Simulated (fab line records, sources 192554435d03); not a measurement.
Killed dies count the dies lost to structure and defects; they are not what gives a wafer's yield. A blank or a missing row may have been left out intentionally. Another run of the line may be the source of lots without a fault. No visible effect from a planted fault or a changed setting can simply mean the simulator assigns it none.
Code-filled problem report in 8D (eight disciplines) form || flow n5 finfet || the parts of the form that need people (team, actions taken, sign-off) are left out

== 1. WHAT WENT WRONG ==
Wafers with no fault read 26.1 s with a standard deviation of 0.77, whereas etch rf on time s at N5_BEOL_M2_ETCH_69 reads a mean of 16.1 s on 1 wafer of 1 lot. That is -13 standard deviations from the usual mean.
The step: etches SiARC in CF4, target depth 15.6 nm, time 26 s.
First observed at day 8 19:56: wafer L184.3, on rie diel-03. The record holds 26 wafers of 9 lots with a number at this step. Rule for "out", or "out of limits": more than 4 standard deviations from the usual mean. The rest of the wafers with a number are treated as sound.

== 2. WHAT IT IS AND WHAT IT IS NOT ==
{"question": "which readings at this step", "is": "etch rf on time s", "is not": "drypump motor current A, mfc ar sccm, rf vpp V, showerhead plenum p Torr, throttle valve pct"}
{"question": "which lots", "is": "L184", "is not": "L176, L177, L178, L190, L191, L193, L194, L196"}
{"question": "which wafers of those lots", "is": "L184.3", "is not": "L184.4"}
{"question": "read on which tools", "is": "rie diel-03", "is not": "rie diel-01, rie diel-05"}
{"question": "when", "is": "from day 8 19:56", "is not": "up to then (10 sound wafers); but 15 sound wafers of L190, L191, L193, L194, L196 came after"}

== 3. THE SUSPECTS, EACH WITH WHAT RULES IT OUT ==
Counting: any tool at a process step up to the reading remains a suspect provided it ran every lot that is out. Sound lots after the first of them don't rule it out here, since some wafers of a struck lot are sound.
- rie diel-03 at N5_BEOL_M2_ETCH_64 (etches SOC in N2/H2, target depth 75 nm, overetch 22.5 nm, time 121.9 s): kept. The lot that is out, L184, ran on it at day 8 18:44; the last sound lot it ran before that was L177, at day 6 19:52.
- rie metal-03 at N5_BEOL_M2_HM_OPEN_17 (chemistry Cl2/BCl3, target TiN, target depth 20 nm, overetch 6 nm): kept. The lot that is out, L184, ran on it at day 8 18:56; the last sound lot it ran before that was L178, at day 7 06:37.
- rie diel-03 at N5_BEOL_M2_ETCH_69 (etches SiARC in CF4, target depth 15.6 nm, time 26 s): kept. The lot that is out, L184, ran on it at day 8 19:56; the last sound lot it ran before that was L177, at day 6 20:54. Its own readings are out on those wafers: etch rf on time s.
- At N5_BEOL_M2_ETCH_64 on rie diel-03, chamber 3 took the sound wafers of the same lots and chamber 1 took the wafers that are out.
- At N5_BEOL_M2_HM_OPEN_17 on rie metal-03, chamber 0 took the sound wafers of the same lots and chamber 1 took the wafers that are out.
- At N5_BEOL_M2_ETCH_69 on rie diel-03, chamber 0 took the sound wafers of the same lots and chamber 3 took the wafers that are out.
After the count, these remain: rie diel-03 at N5_BEOL_M2_ETCH_64, rie metal-03 at N5_BEOL_M2_HM_OPEN_17 and rie diel-03 at N5_BEOL_M2_ETCH_69.

== 4. THE CAUSE (what the simulator had put in) ==
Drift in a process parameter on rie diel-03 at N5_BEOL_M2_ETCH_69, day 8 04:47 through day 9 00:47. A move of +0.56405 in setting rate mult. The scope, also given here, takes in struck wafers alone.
Of the 3 suspects that counting leaves, this tool is one.

== 5. THE EFFECT CHAIN, in route order ==
Each row: a reading where the mean over the struck wafers with a number is more than 3 standard deviations away from the usual. Only readings whose record carries a usual standard deviation are examined. hours: median over the lots of the time between each lot's start at the first step of this table that gives one and its start at this step. sigmas: the change, counted in usual standard deviations.
{"hours": 0, "step": "N5_BEOL_M2_ETCH_69", "reading": "etch rf on time s", "usual": "26.1 s", "on struck wafers": 16.1, "change": -10.0, "sigmas": -13}
{"hours": 0, "step": "N5_BEOL_M2_ETCH_69", "reading": "oes product au", "usual": "0.66 a.u.", "on struck wafers": 0.91, "change": "+0.25", "sigmas": "+3.3"}
Its process steps:
- N5_BEOL_M2_ETCH_69: etches SiARC in CF4, target depth 15.6 nm, time 26 s.
Later steps that measure or inspect, where all struck wafers having a row at the step show a number for every such reading and not one has moved that far: N5_BEOL_M4_RC_MEAS_101.

== 6. WHAT WOULD HAVE CAUGHT IT SOONER ==
15 hours passed between the start of the fault at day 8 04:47 and the first reading out of limits in this record, taken at day 8 19:56.
